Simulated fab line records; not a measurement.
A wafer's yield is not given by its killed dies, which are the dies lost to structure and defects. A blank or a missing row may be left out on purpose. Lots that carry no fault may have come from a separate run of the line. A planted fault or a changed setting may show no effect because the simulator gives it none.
Matching of chambers + flow n5Finfet + aldSin-02 running N5_BEOL_M0_SAQP_SPACER1_ALD_98: 4 sister chambers
The step deposits SiO2, target thk 12.8 nm, pulse time 1 s, purge time 2 s. 4 wafers are shown with their chamber, then 10 later ones without.

WAFERS PAIRED WITH THEIR CHAMBERS
| wafer  | chamber | heaterPowerW (W) |
|--------|---------|------------------|
| L083.6 | 3       | 464              |
| L089.2 | 1       | 551              |
| L091.1 | 0       | 501              |
| L091.3 | 2       | 508              |

WAFERS MISSING THEIR CHAMBER
| wafer  | heaterPowerW (W) |
|--------|------------------|
| L091.5 | 475              |
| L093.2 | 515              |
| L093.4 | 540              |
| L093.6 | 501              |
| L095.1 | 473              |
| L095.5 | 549              |
| L095.6 | 500              |
| L096.3 | 510              |
| L096.4 | 503              |
| L096.5 | 519              |

EACH ONE'S CHAMBER
| wafer  | from the rows above     | in truth |
|--------|-------------------------|----------|
| L091.5 | 3                       | 3        |
| L093.2 | can't be placed: 2 or 0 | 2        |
| L093.4 | 1                       | 1        |
| L093.6 | can't be placed: 0 or 2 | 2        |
| L095.1 | 3                       | 3        |
| L095.5 | 1                       | 1        |
| L095.6 | can't be placed: 0 or 2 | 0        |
| L096.3 | can't be placed: 2 or 0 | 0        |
| L096.4 | can't be placed: 0 or 2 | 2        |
| L096.5 | can't be placed: 2 or 0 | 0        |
Correct placement for 4 of the 10. Cannot be placed on the basis of these rows: 6; the candidates contain the true chamber in 6. Placed wrongly: 0.
How it was worked out, from the rows above alone: a wafer's distance from a chamber is the root of the sum, over the readings, of the square of ((its reading less the chamber's mean) divided by the reading's scatter). The wafer belongs to the nearest chamber; if the next one is less than 2 further off, it can't be placed. For every chamber, the mean is computed from those of its wafers that are shown. The scatter: root of mean squared gap, hidden wafer to nearest shown wafer, with one shown wafer a chamber.
